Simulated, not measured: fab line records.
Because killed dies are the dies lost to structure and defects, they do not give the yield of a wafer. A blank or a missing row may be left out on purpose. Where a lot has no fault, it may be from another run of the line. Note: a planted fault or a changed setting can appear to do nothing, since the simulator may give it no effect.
fab line records	flow nand-harc
[record] lots = 24	wafers = 72	last-day = 34
route steps=1302 shown A_STAIRCASE@809
lots with no fault: from the same line, run without faults
start-h: start of the lot's first displayed wafer, in hours after the record's first day	wait-h: hours elapsed since this lot's preceding step	" unchanged from the row above	L1.1+2: a single row standing in for several wafers	- no value, or no start was given	* or withheld: withheld	< > ~ a bound
route shown NAME@n: names a module that has steps shown in the file, with the first one's number in the route	usual: mean/standard deviation of fault-free wafers	same: alike in all rows	chamber/n: place in a boat	sites: per-site readings	_std_site: their standard deviation	_edge_site: outer sites' mean less inner sites'	radius-mm: for every site, how far away it sits from the centre of the wafer	mask NAME#n: copy n	behind: the last tool/chamber to shape the wafer	hold: why the lot went on hold/how many hours it stayed there/how the hold came to an end	device: which transistor (n, p or np) failed to switch	end of line: tests run on the same wafers once the route is complete	a step given without rows: its recipe and nothing more	killed: count of dies lost to structure and defects at first sort (not the wafer's yield)	map: the dies of a wafer, with x for killed, . for not killed, _ for no die there
set.NAME: the setting the step ran with; set.NAME@STEP: the setting that earlier step ran with	model.NAME: the simulator's own value behind a step, which no gauge read
route steps across a sampled set of lots; one table per step, one row per wafer
services: when a tool's chamber went out of use (start-h, in hours from the record's first day, below 0 if earlier), for how many hours, and the reason
[[steps]]
[step NHARC_A_STAIRCASE_HM_OPEN_460]
[recipe] o2-flow-sccm = 400	cos-flow-sccm = 20	ar-flow-sccm = 0	rf-w = 500	bias-w = 300	chemistry = O2/COS
[usual] drypump-motor-current-A = 5.7/0.41	oes-product-au = 1.003/0.015	rf-vpp-V = 467/3.2	showerhead-plenum-p-Torr = 3.14/0.15	throttle-valve-pct = 28.331/0.0092
lot.wafer	tool	chamber	start-h	wait-h	drypump-motor-current-A	oes-product-au	rf-hours-counter-h	rf-vpp-V	showerhead-plenum-p-Torr	throttle-valve-pct
L074.1	rie-diel-13	3	-	-	5.2	1.037	8	469	3.25	28.324
L074.2	"	1	"	"	6.2	1.003	7	470	3.31	28.329
L074.5	"	0	"	"	6.3	1.011	-	463	2.93	28.342
L075.3	rie-diel-02	0	-	-	5.6	0.996	46	465	2.95	28.312
L075.1	"	1	"	"	5.4	1.008	45	467	3.20	28.331
L075.4	"	2	"	"	6.0	1.026	49	464	2.98	28.328
L076.2	rie-diel-01	2	-	-	5.7	0.997	5	464	3.03	28.344
L076.6	"	0	"	"	6.2	1.002	-	465	3.00	28.354
L076.5	"	1	"	"	5.7	0.993	-	468	3.16	28.334
L078.3	rie-diel-02	3	-	-	5.3	0.977	4	470	3.31	28.319
L078.4	"	2	"	"	6.0	1.009	5	464	2.97	28.349
L078.6	"	0	"	"	5.6	1.004	-	464	2.95	28.333
L077.4	rie-diel-13	0	-	-	6.3	1.006	24	462	2.92	28.332
L077.2	"	1	"	"	6.1	1.007	23	471	3.30	28.331
L077.1	"	2	"	"	5.5	0.997	23	471	3.30	28.329
L079.1	rie-diel-02	0	-	-	5.6	1.009	9	464	2.94	28.331
L079.2	"	1	"	"	5.4	1.008	9	469	3.19	28.330
L079.6	"	2	"	"	5.9	1.017	-	463	2.97	28.339
L080.4	rie-diel-13	1	-	-	6.1	1.009	26	472	3.30	28.319
L080.1	"	2	"	"	5.5	0.990	27	470	3.30	28.326
L080.6	"	1	"	"	6.1	1.015	-	472	3.30	28.331
L081.1	rie-diel-13	3	-	-	5.2	1.034	22	469	3.24	28.337
L081.4	"	0	"	"	6.3	1.000	32	463	2.92	28.333
L081.6	"	2	"	"	5.5	0.990	-	471	3.29	28.319
L082.1	rie-diel-02	1	-	-	5.4	1.023	22	468	3.18	28.339
L082.4	"	2	"	"	6.0	0.997	18	465	2.97	28.345
L082.2	"	0	"	"	5.6	0.989	21	463	2.94	28.335
L083.2	rie-diel-13	0	-	-	6.3	1.005	43	462	2.91	28.337
L083.4	"	1	"	"	6.2	1.008	42	472	3.29	28.327
L083.5	"	3	"	"	5.2	1.042	-	468	3.24	28.338
L086.2	rie-diel-13	3	-	-	5.2	1.042	34	469	3.24	28.309
L086.1	"	0	"	"	6.3	1.008	43	463	2.91	28.338
L086.4	"	1	"	"	6.2	1.008	42	471	3.29	28.327
L084.2	rie-diel-13	1	-	-	6.1	1.013	43	469	3.29	28.335
L084.3	"	2	"	"	5.5	0.991	47	470	3.29	28.339
L084.4	"	3	"	"	5.2	1.041	35	468	3.24	28.341
L085.1	rie-diel-13	0	-	-	6.3	1.015	46	464	2.91	28.331
L085.5	"	3	"	"	5.2	1.030	-	470	3.23	28.327
L085.6	"	0	"	"	6.3	1.008	-	463	2.91	28.326
L087.4	rie-diel-02	2	-	-	6.0	0.998	33	463	2.96	28.342
L087.2	"	0	"	"	5.6	0.988	31	465	2.94	28.334
L087.6	"	1	"	"	5.3	1.013	-	468	3.18	28.325
L088.3	rie-diel-01	0	-	-	6.2	0.996	45	464	2.98	28.320
L088.1	"	1	"	"	5.7	0.991	40	468	3.14	28.331
L088.4	"	2	"	"	5.7	0.985	51	465	3.01	28.322
L089.4	rie-diel-02	1	-	-	5.4	1.012	39	467	3.18	28.338
L089.3	"	2	"	"	5.9	1.004	40	463	2.96	28.322
L089.5	"	1	"	"	5.4	1.014	-	469	3.18	28.337
L091.3	rie-diel-13	1	-	-	6.2	1.020	0	470	3.29	28.348
L091.6	"	3	"	"	5.2	1.015	-	470	3.23	28.335
L091.5	"	0	"	"	6.3	1.003	-	463	2.91	28.315
L090.1	rie-diel-01	3	-	-	5.1	0.983	59	468	3.18	28.338
L090.4	"	1	"	"	5.6	0.982	47	468	3.14	28.326
L090.6	"	0	"	"	6.2	0.990	-	466	2.98	28.332
L093.2	rie-diel-13	2	-	-	5.5	1.000	10	470	3.28	28.321
L093.3	"	0	"	"	6.3	1.007	12	462	2.90	28.343
L093.6	"	2	"	"	5.5	1.001	-	471	3.28	28.324
L092.1	rie-diel-01	1	-	-	5.7	1.006	0	467	3.14	28.332
L092.5	"	0	"	"	6.2	1.004	-	464	2.97	28.321
L092.6	"	1	"	"	5.7	0.995	-	467	3.14	28.348
L094.2	rie-diel-13	2	-	-	5.5	0.998	17	472	3.27	28.335
L094.6	"	2	"	"	5.5	0.994	-	470	3.27	28.320
L094.5	"	3	"	"	5.2	1.021	-	469	3.22	28.344
L095.3	rie-diel-02	3	-	-	5.3	0.969	1	469	3.29	28.334
L095.2	"	2	"	"	5.9	0.996	1	463	2.95	28.339
L095.6	"	3	"	"	5.3	0.984	-	470	3.29	28.318
L096.1	rie-diel-01	1	-	-	5.6	1.020	11	467	3.13	28.318
L096.3	"	2	"	"	5.7	1.009	11	464	3.00	28.337
L096.6	"	1	"	"	5.6	1.004	-	468	3.13	28.342
L097.2	rie-diel-13	2	-	-	5.5	0.992	31	471	3.27	28.326
L097.5	"	1	"	"	6.1	0.997	-	470	3.27	28.319
L097.6	"	2	"	"	5.5	1.005	-	471	3.27	28.328
[step NHARC_A_STAIRCASE_HM_DEP_462]
[recipe] target-thk-a = 8000	temp-c = 400	material = aC
[usual] throttle-valve-pct = 35.000/0.0097
lot.wafer	tool	chamber	start-h	wait-h	throttle-valve-pct
L074.1	acl-dep-02	0	387.01	0.1	34.986
L074.2	"	0	"	"	35.004
L074.5	"	0	"	"	34.994
L075.1	acl-dep-02	0	388.84	0.9	35.006
L075.3	"	0	"	"	34.999
L075.4	"	0	"	"	35.006
L076.2	acl-dep-02	0	397.69	0.4	34.995
L076.5	"	0	"	"	34.985
L076.6	"	0	"	"	34.991
L078.3	acl-dep-02	0	416.76	0.7	34.999
L078.4	"	0	"	"	35.009
L078.6	"	0	"	"	35.008
L077.1	acl-dep-02	0	417.99	1.1	34.985
L077.2	"	0	"	"	35.005
L077.4	"	0	"	"	35.003
L079.1	acl-dep-03	0	434.83	4.4	35.007
L079.2	"	0	"	"	35.003
L079.6	"	0	436.34	5.9	34.995
L080.1	acl-dep-03	0	437.29	5.5	35.003
L080.4	"	0	"	"	35.005
L080.6	"	0	"	"	34.999
L081.1	acl-dep-02	0	450.14	0.1	35.023
L081.4	"	0	"	"	35.006
L081.6	"	0	"	"	35.006
L082.1	acl-dep-01	0	472.88	0.4	35.006
L082.2	"	0	"	"	34.999
L082.4	"	0	"	"	35.013
L083.2	acl-dep-02	0	481.45	2.7	35.005
L083.4	"	0	"	"	34.998
L083.5	"	0	"	"	35.015
L086.1	acl-dep-01	0	482.02	1.4	34.988
L086.2	"	0	"	"	35.022
L086.4	"	0	"	"	34.991
L084.2	acl-dep-03	0	483.61	0.4	34.996
L084.3	"	0	"	"	34.997
L084.4	"	0	"	"	34.985
L085.1	acl-dep-02	0	492.24	0.1	35.001
L085.5	"	0	493.46	1.3	34.996
L085.6	"	0	"	"	35.004
L087.2	acl-dep-01	0	515.12	1.9	34.996
L087.4	"	0	"	"	35.004
L087.6	"	0	"	"	35.006
L088.1	acl-dep-03	0	522.63	0.5	34.994
L088.3	"	0	"	"	35.004
L088.4	"	0	"	"	34.994
L089.3	acl-dep-02	0	524.90	0.7	35.000
L089.4	"	0	"	"	34.989
L089.5	"	0	"	"	35.001
L091.3	acl-dep-02	0	537.90	3.4	34.986
L091.5	"	0	"	"	34.999
L091.6	"	0	"	"	34.978
L090.1	acl-dep-02	0	539.12	0.7	34.999
L090.4	"	0	"	"	35.003
L090.6	"	0	"	"	35.000
L093.2	acl-dep-01	0	568.53	0.4	34.984
L093.3	"	0	"	"	34.986
L093.6	"	0	"	"	34.993
L092.1	acl-dep-01	0	570.62	0.1	35.007
L092.5	"	0	571.84	1.3	35.025
L092.6	"	0	"	"	34.992
L094.2	acl-dep-03	0	576.96	0.4	34.997
L094.5	"	0	"	"	34.995
L094.6	"	0	"	"	34.999
L095.2	acl-dep-01	0	596.75	1.4	34.994
L095.3	"	0	"	"	35.000
L095.6	"	0	"	"	34.990
L096.1	acl-dep-01	0	598.30	1.4	34.995
L096.3	"	0	"	"	34.997
L096.6	"	0	"	"	35.008
L097.2	acl-dep-03	0	616.52	1.4	34.995
L097.5	"	0	"	"	35.000
L097.6	"	0	"	"	34.983
[step NHARC_A_STAIRCASE_ETCHBACK_416]
[recipe] target-depth-a = 360	time-s = 7.2	c4f8-flow-sccm = withheld	o2-flow-sccm = 8	ar-flow-sccm = withheld	rf-w = 600	bias-w = 800	chemistry = C4F8/O2/Ar
[usual] oes-product-au = 0.935/0.028	rf-vpp-V = 723/4.9
lot.wafer	tool	chamber	start-h	wait-h	oes-product-au	rf-hours-counter-h	rf-vpp-V
L074.2	rie-diel-13	2	-	-	0.922	15	728
L074.1	"	1	"	"	0.934	15	731
L074.5	"	1	"	"	0.934	-	728
L075.4	rie-diel-01	3	-	-	0.906	6	727
L075.3	"	0	"	"	0.925	5	720
L075.1	"	2	"	"	0.926	7	722
L076.2	rie-diel-13	1	-	-	0.931	15	730
L076.5	"	1	"	"	0.935	-	730
L076.6	"	0	"	"	0.929	-	717
L078.4	rie-diel-01	1	-	-	0.909	14	725
L078.3	"	2	"	"	0.908	15	720
L078.6	"	3	"	"	0.895	-	726
L077.4	rie-diel-13	2	-	-	0.916	27	729
L077.1	"	3	"	"	0.961	15	727
L077.2	"	1	"	"	0.940	26	730
L079.1	rie-diel-02	2	-	-	0.938	10	718
L079.2	"	0	"	"	0.923	10	717
L079.6	"	1	"	"	0.936	-	725
L080.1	rie-diel-01	3	-	-	0.900	21	725
L080.4	"	2	"	"	0.932	-	719
L080.6	"	3	"	"	0.908	-	725
L081.1	rie-diel-01	3	-	-	0.904	24	726
L081.4	"	1	"	"	0.918	19	724
L081.6	"	3	"	"	0.912	-	726
L082.2	rie-diel-13	2	-	-	0.933	47	728
L082.4	"	3	"	"	0.969	35	729
L082.1	"	1	"	"	0.933	43	728
L083.2	rie-diel-01	3	-	-	0.906	42	726
L083.4	"	0	"	"	0.917	36	718
L083.5	"	0	"	"	0.921	-	719
L086.1	rie-diel-13	3	-	-	0.966	38	728
L086.4	"	0	"	"	0.932	46	716
L086.2	"	2	"	"	0.930	50	729
L084.3	rie-diel-02	0	-	-	0.921	25	718
L084.2	"	1	"	"	0.941	27	725
L084.4	"	3	"	"	0.933	24	730
L085.1	rie-diel-01	0	-	-	0.920	38	719
L085.5	"	0	"	"	0.937	-	718
L085.6	"	1	"	"	0.915	-	724
L087.2	rie-diel-01	1	-	-	0.905	42	723
L087.4	"	0	"	"	0.922	47	717
L087.6	"	2	"	"	0.922	-	719
L088.3	rie-diel-02	2	-	-	0.930	43	719
L088.4	"	3	"	"	0.916	39	728
L088.1	"	1	"	"	0.930	41	725
L089.4	rie-diel-02	2	-	-	0.936	44	720
L089.3	"	3	"	"	0.918	43	728
L089.5	"	3	"	"	0.910	-	729
L091.3	rie-diel-13	3	-	-	0.946	6	727
L091.5	"	3	"	"	0.946	-	726
L091.6	"	0	"	"	0.938	-	716
L090.1	rie-diel-13	3	-	-	1.012	6	727
L090.4	"	0	"	"	1.003	8	716
L090.6	"	2	"	"	0.998	-	729
L093.2	rie-diel-01	2	-	-	0.993	4	719
L093.3	"	3	"	"	0.978	4	726
L093.6	"	3	"	"	0.979	-	726
L092.1	rie-diel-13	0	-	-	0.930	18	717
L092.6	"	1	"	"	0.928	-	729
L092.5	"	2	"	"	0.927	-	728
L094.2	rie-diel-02	0	-	-	0.987	0	717
L094.5	"	0	"	"	0.987	-	716
L094.6	"	1	"	"	1.012	-	725
L095.3	rie-diel-02	1	604.65	1.6	0.939	3	726
L095.2	"	2	"	"	0.908	3	716
L095.6	"	3	"	"	0.905	-	728
L096.1	rie-diel-13	3	-	-	0.932	25	727
L096.3	"	2	"	"	0.919	28	729
L096.6	"	3	"	"	0.933	-	726
L097.2	rie-diel-02	1	-	-	0.928	11	725
L097.6	"	3	"	"	0.910	-	728
L097.5	"	1	"	"	0.938	-	725
[step NHARC_A_STAIRCASE_STRIP_476]
[recipe] time-s = 20	o2-flow-sccm = 500	ar-flow-sccm = 0	bias-w = 0	chemistry = O2
[usual] drypump-motor-current-A = 5.7/0.41	oes-product-au = 0.999/0.015	rf-vpp-V = 57.8/0.9	showerhead-plenum-p-Torr = 3.53/0.16	throttle-valve-pct = 17.036/0.0094
lot.wafer	tool	chamber	start-h	wait-h	drypump-motor-current-A	oes-product-au	rf-hours-counter-h	rf-vpp-V	showerhead-plenum-p-Torr	throttle-valve-pct
L074.1	rie-diel-13	1	396.44	0.1	6.1	1.010	15	58.7	3.74	17.045
L074.2	"	2	"	"	5.6	0.996	15	58.2	3.73	17.048
L074.5	"	0	"	"	6.3	1.000	-	56.9	3.31	17.039
L075.4	rie-diel-01	3	399.35	0.1	5.1	0.988	6	59.5	3.62	17.040
L075.3	"	0	"	"	6.2	0.992	5	57.9	3.39	17.044
L075.1	"	1	"	"	5.7	0.989	5	58.0	3.57	17.041
L076.2	rie-diel-13	1	405.40	1.1	6.1	1.019	17	59.3	3.73	17.036
L076.5	"	1	"	"	6.1	1.026	-	57.7	3.73	17.044
L076.6	"	0	"	"	6.3	1.010	-	58.3	3.31	17.021
L078.4	rie-diel-01	3	423.13	0.1	5.2	0.981	15	56.4	3.61	17.019
L078.3	"	1	"	"	5.7	0.994	14	59.0	3.56	17.040
L078.6	"	2	"	"	5.7	0.993	-	57.7	3.42	17.031
L077.2	rie-diel-13	0	424.90	0.1	6.3	1.012	27	57.5	3.30	17.022
L077.4	"	1	"	"	6.1	1.021	26	58.9	3.73	17.046
L077.1	"	2	"	"	5.6	1.003	27	56.8	3.72	17.036
L079.2	rie-diel-02	2	441.68	0.1	5.9	1.010	10	58.1	3.36	17.035
L079.1	"	0	"	"	5.6	0.995	10	57.5	3.33	17.020
L079.6	"	1	"	"	5.4	1.004	-	57.7	3.60	17.033
L080.1	rie-diel-01	0	444.29	0.1	6.2	0.985	20	56.0	3.38	17.036
L080.6	"	3	"	"	5.2	0.969	-	58.8	3.61	17.037
L080.4	"	0	"	"	6.2	1.008	-	56.2	3.38	17.043
L081.1	rie-diel-01	0	457.07	0.1	6.2	0.996	24	56.9	3.38	17.047
L081.4	"	1	"	"	5.6	0.985	19	57.8	3.56	17.037
L081.6	"	3	"	"	5.2	0.971	-	58.0	3.61	17.042
L082.4	rie-diel-13	1	479.73	0.1	6.1	1.000	43	59.2	3.72	17.051
L082.2	"	3	"	"	5.2	1.030	35	57.9	3.66	17.033
L082.1	"	0	"	"	6.3	1.006	44	58.0	3.30	17.048
L083.4	rie-diel-01	2	488.07	0.1	5.7	0.998	42	57.4	3.41	17.023
L083.2	"	3	"	"	5.2	0.975	42	57.2	3.60	17.043
L083.5	"	2	"	"	5.7	0.995	-	58.0	3.41	17.048
L086.2	rie-diel-13	1	489.45	0.1	6.2	1.021	45	58.1	3.72	17.040
L086.1	"	2	"	"	5.5	1.005	50	57.6	3.71	17.034
L086.4	"	3	"	"	5.2	1.044	38	58.4	3.65	17.044
L084.2	rie-diel-02	3	490.16	0.1	5.3	1.003	24	57.5	3.73	17.037
L084.3	"	0	"	"	5.6	0.996	25	57.7	3.32	17.025
L084.4	"	2	"	"	5.9	1.007	26	57.9	3.35	17.056
L085.1	rie-diel-01	3	499.11	0.1	5.2	0.973	44	57.2	3.60	17.042
L085.5	"	2	"	"	5.7	1.002	-	58.4	3.40	17.044
L085.6	"	3	"	"	5.2	0.974	-	57.2	3.60	17.019
L087.4	rie-diel-01	0	524.63	0.1	6.2	0.998	47	57.3	3.37	17.053
L087.2	"	1	"	"	5.7	0.980	43	57.9	3.55	17.033
L087.6	"	0	"	"	6.2	1.002	-	57.1	3.37	17.019
L088.4	rie-diel-02	1	529.56	0.1	5.4	1.015	41	57.9	3.59	17.056
L088.3	"	2	"	"	6.0	0.998	43	57.3	3.34	17.027
L088.1	"	3	"	"	5.3	0.984	39	57.7	3.72	17.033
L089.4	rie-diel-02	3	532.70	0.1	5.2	0.980	43	57.9	3.72	17.039
L089.3	"	0	"	"	5.7	0.985	42	55.7	3.31	17.039
L089.5	"	2	"	"	6.0	0.999	-	57.8	3.34	17.039
L091.3	rie-diel-13	0	544.28	0.1	6.4	1.019	7	56.6	3.29	17.036
L091.5	"	3	"	"	5.2	1.021	-	58.8	3.65	17.022
L091.6	"	0	"	"	6.3	1.032	-	57.0	3.29	17.010
L090.4	rie-diel-13	3	546.23	0.1	5.2	1.018	6	59.4	3.65	17.042
L090.1	"	0	"	"	6.3	1.021	8	57.5	3.29	17.038
L090.6	"	3	"	"	5.2	1.019	-	57.7	3.65	17.033
L093.3	rie-diel-01	0	575.16	0.1	6.2	0.988	4	56.1	3.36	17.032
L093.2	"	1	"	"	5.6	0.999	4	58.5	3.54	17.044
L093.6	"	3	"	"	5.1	0.979	-	58.6	3.58	17.033
L092.1	rie-diel-13	3	580.40	0.1	5.2	1.016	17	57.5	3.64	17.038
L092.6	"	0	"	"	6.3	1.005	-	55.9	3.28	17.047
L092.5	"	1	"	"	6.1	1.009	-	60.6	3.70	17.028
L094.2	rie-diel-02	3	583.53	0.1	5.3	0.963	0	58.1	3.71	17.042
L094.5	"	2	"	"	6.0	0.986	-	58.5	3.33	17.034
L094.6	"	3	"	"	5.3	0.965	-	57.6	3.71	17.041
L095.3	rie-diel-02	2	604.76	0.1	6.0	1.002	3	58.1	3.33	17.036
L095.2	"	1	"	"	5.4	1.019	3	58.9	3.58	17.044
L095.6	"	2	"	"	6.0	1.001	-	57.4	3.33	17.036
L096.1	rie-diel-13	2	605.04	0.1	5.5	0.988	28	58.5	3.69	17.016
L096.3	"	0	"	"	6.3	1.001	23	57.1	3.28	17.034
L096.6	"	3	"	"	5.2	1.007	-	57.2	3.64	17.028
L097.2	rie-diel-02	2	623.72	0.1	6.0	0.990	11	54.8	3.33	17.046
L097.5	"	2	"	"	5.9	0.989	-	56.5	3.33	17.041
L097.6	"	3	"	"	5.3	0.976	-	57.6	3.71	17.026
[step NHARC_A_STAIRCASE_DEP_322]
[recipe] target-thk-a = 72000	temp-c = 400	target-thk-nm = 7200	teos-flow-sccm = 200	rf-w = 500	material = SiO2
[usual] heater-power-w = 691/80	mfc-precursor-sccm = 200.0/0.61
lot.wafer	tool	chamber	start-h	wait-h	heater-power-w	mfc-precursor-sccm
L075.1	pecvd-01	1	419.85	0.1	656	199.5
L075.3	"	0	"	"	660	199.5
L075.4	"	2	"	"	683	200.7
L074.2	pecvd-04	2	420.02	0.2	837	199.9
L074.1	"	0	"	"	721	199.8
L074.5	"	1	"	"	713	199.7
L076.2	pecvd-02	1	426.45	0.2	800	200.8
L076.6	"	1	"	"	728	200.4
L076.5	"	2	"	"	557	198.7
L077.2	pecvd-01	0	443.49	0.1	712	198.8
L077.1	"	1	"	"	635	199.9
L077.4	"	1	"	"	612	200.0
L078.3	pecvd-04	2	443.68	0.3	788	199.3
L078.6	"	1	"	"	695	200.9
L078.4	"	2	"	"	719	200.6
L079.2	pecvd-02	1	461.95	0.1	880	200.4
L079.1	"	2	"	"	705	199.7
L079.6	"	2	"	"	569	199.6
L080.1	pecvd-01	2	462.21	0.4	742	198.7
L080.6	"	2	"	"	656	198.9
L080.4	"	0	"	"	635	199.4
L081.1	pecvd-04	1	476.91	0.3	806	200.2
L081.4	"	2	"	"	706	200.5
L081.6	"	0	"	"	649	200.1
L082.2	pecvd-02	2	500.50	0.1	621	199.0
L082.1	"	1	"	"	880	200.5
L082.4	"	2	"	"	575	199.7
L086.1	pecvd-02	2	511.25	0.2	663	199.6
L086.2	"	0	"	"	683	200.4
L086.4	"	0	"	"	589	200.7
L084.2	pecvd-04	2	511.25	0.2	763	199.4
L084.3	"	0	"	"	734	199.8
L084.4	"	2	"	"	717	199.2
L083.2	pecvd-01	2	511.36	0.3	674	200.3
L083.5	"	1	"	"	587	199.6
L083.4	"	2	"	"	634	200.4
L085.1	pecvd-04	0	520.48	0.2	633	200.1
L085.5	"	0	"	"	630	200.5
L085.6	"	1	"	"	684	199.7
L087.2	pecvd-02	2	544.83	0.3	700	199.7
L087.4	"	1	"	"	714	199.3
L087.6	"	2	"	"	570	200.2
L088.3	pecvd-02	0	547.92	0.1	696	201.4
L088.1	"	1	"	"	887	199.1
L088.4	"	1	"	"	739	199.5
L089.3	pecvd-02	1	553.26	0.3	855	199.4
L089.5	"	0	"	"	601	200.0
L089.4	"	1	"	"	736	199.1
L090.1	pecvd-04	2	563.38	0.1	777	199.8
L090.4	"	2	"	"	679	199.9
L090.6	"	0	"	"	633	200.4
L091.3	pecvd-02	0	563.48	0.2	615	200.4
L091.5	"	0	"	"	608	200.1
L091.6	"	1	"	"	710	201.0
L093.2	pecvd-01	0	599.00	0.2	700	200.1
L093.3	"	1	"	"	707	198.9
L093.6	"	1	"	"	612	200.3
L094.2	pecvd-04	0	599.10	0.3	696	200.3
L094.5	"	1	"	"	680	200.2
L094.6	"	0	"	"	640	200.8
L092.1	pecvd-04	1	599.67	0.8	837	199.7
L092.6	"	2	"	"	720	200.0
L092.5	"	0	"	"	642	200.4
L095.2	pecvd-02	2	623.69	0.1	655	200.0
L095.3	"	1	"	"	921	200.6
L095.6	"	1	"	"	729	199.4
L096.1	pecvd-01	0	623.69	0.1	672	199.4
L096.3	"	1	"	"	723	200.1
L096.6	"	1	"	"	612	200.5
L097.2	pecvd-01	0	643.26	0.2	636	199.3
L097.5	"	2	"	"	639	199.7
L097.6	"	1	"	"	588	199.1
[step NHARC_A_STAIRCASE_ETCH_444]
[recipe] target-depth-a = 2.04e+05	time-s = 6800	c4f8-flow-sccm = 20	o2-flow-sccm = 10	ar-flow-sccm = withheld	rf-w = 600	bias-w = 1000	chemistry = C4F8/O2
[usual] oes-product-au = 0.938/0.024	rf-vpp-V = 807/5.4
lot.wafer	tool	chamber	start-h	wait-h	oes-product-au	rf-hours-counter-h	rf-vpp-V
L075.4	rie-diel-13	2	437.81	0.1	0.912	29	813
L075.3	"	3	"	"	0.951	18	811
L075.1	"	0	"	"	0.934	30	799
L074.1	rie-diel-01	3	438.02	0.1	0.936	18	811
L074.2	"	2	439.29	1.3	0.961	19	803
L074.5	"	0	440.56	2.6	0.964	-	803
L076.2	rie-diel-02	0	442.32	0.1	0.967	11	800
L076.6	"	0	444.23	1.9	0.970	-	801
L076.5	"	1	"	"	0.969	-	808
L078.3	rie-diel-13	2	460.03	0.1	0.909	39	812
L078.4	"	1	461.45	1.5	0.927	36	814
L078.6	"	2	"	"	0.924	-	816
L077.4	rie-diel-01	2	460.08	0.1	0.932	27	803
L077.1	"	3	"	"	0.904	26	810
L077.2	"	1	"	"	0.905	21	807
L080.1	rie-diel-02	3	479.02	0.5	0.928	20	813
L080.4	"	0	"	"	0.919	23	799
L080.6	"	2	"	"	0.935	-	801
L079.1	rie-diel-01	0	479.35	1.0	0.928	34	803
L079.2	"	1	"	"	0.927	28	807
L079.6	"	3	"	"	0.912	-	810
L081.4	rie-diel-02	0	497.36	1.0	0.922	27	800
L081.1	"	1	"	"	0.941	29	809
L081.6	"	3	"	"	0.913	-	812
L082.2	rie-diel-02	1	518.22	0.1	0.939	36	810
L082.1	"	2	"	"	0.928	37	800
L082.4	"	3	"	"	0.916	36	814
L086.4	rie-diel-01	2	529.61	0.1	0.927	57	803
L086.1	"	3	"	"	0.895	55	809
L086.2	"	1	"	"	0.903	45	808
L083.2	rie-diel-02	3	529.74	0.1	0.921	40	814
L083.4	"	1	"	"	0.945	42	808
L083.5	"	0	532.13	2.4	0.916	-	800
L084.3	rie-diel-13	0	529.94	0.1	0.971	1	799
L084.4	"	1	"	"	0.986	1	816
L084.2	"	3	"	"	0.986	1	813
L085.1	rie-diel-02	0	538.27	1.5	0.907	43	800
L085.6	"	1	"	"	0.936	-	810
L085.5	"	2	"	"	0.923	-	801
L088.4	rie-diel-02	2	564.69	0.1	0.927	57	801
L088.1	"	0	"	"	0.926	52	798
L088.3	"	1	"	"	0.954	55	807
L087.4	rie-diel-13	2	565.02	0.5	0.975	11	813
L087.2	"	0	"	"	0.959	13	798
L087.6	"	2	"	"	0.974	-	812
L089.4	rie-diel-02	1	571.16	0.5	0.951	57	809
L089.3	"	2	"	"	0.920	61	801
L089.5	"	1	573.04	2.4	0.940	-	808
L091.3	rie-diel-13	1	581.23	0.1	0.930	20	812
L091.6	"	1	583.13	1.9	0.922	-	813
L091.5	"	2	"	"	0.922	-	811
L090.1	rie-diel-01	1	581.26	0.1	0.970	6	808
L090.4	"	2	"	"	0.957	6	801
L090.6	"	1	583.16	1.9	0.972	-	807
L093.2	rie-diel-02	3	616.73	0.1	0.936	8	813
L093.3	"	2	618.00	1.4	0.953	8	799
L093.6	"	2	619.91	3.2	0.958	-	801
L092.1	rie-diel-13	1	617.69	1.0	0.920	33	812
L092.6	"	3	"	"	0.941	-	811
L092.5	"	0	"	"	0.927	-	797
L094.2	rie-diel-01	2	617.73	1.0	0.921	18	803
L094.5	"	0	"	"	0.930	-	801
L094.6	"	1	"	"	0.940	-	807
L095.3	rie-diel-01	1	641.47	0.6	0.919	28	807
L095.2	"	2	"	"	0.920	26	802
L095.6	"	0	"	"	0.920	-	800
L096.3	rie-diel-02	1	641.78	1.0	0.992	14	808
L096.1	"	2	"	"	0.977	15	799
L096.6	"	0	"	"	0.964	-	799
L097.2	rie-diel-02	1	662.77	0.5	0.930	22	809
L097.6	"	0	664.19	1.9	0.925	-	799
L097.5	"	1	"	"	0.931	-	809
[[services]]
tool	chamber	start-h	hours	kind
acl-dep-01	-	371.06	13.0	pm
rie-diel-13	1	378.30	5.1	repair
rie-diel-01	-	380.90	9.0	pm
rie-diel-13	3	391.08	21.6	repair
rie-diel-02	-	393.92	9.0	pm
pecvd-02	-	408.33	13.0	pm
pecvd-04	0	411.18	3.9	repair
acl-dep-02	-	428.59	13.0	pm
rie-diel-01	1	431.94	13.4	repair
pecvd-04	-	450.35	13.0	pm
pecvd-02	-	453.86	0.6	repair
rie-diel-13	1	492.24	6.6	repair
rie-diel-13	0	495.00	16.7	repair
pecvd-04	-	537.96	5.1	repair
rie-diel-01	-	557.90	9.0	pm
acl-dep-02	-	567.39	4.6	repair
rie-diel-02	-	573.51	9.0	pm
pecvd-02	0	580.97	14.6	repair
pecvd-02	-	589.33	13.0	pm
rie-diel-02	0	596.15	36.8	repair
rie-diel-01	-	602.36	3.7	repair
acl-dep-02	-	609.59	13.0	pm
rie-diel-13	0	622.90	4.5	repair
pecvd-04	-	631.35	13.0	pm
[[key]]
fault none
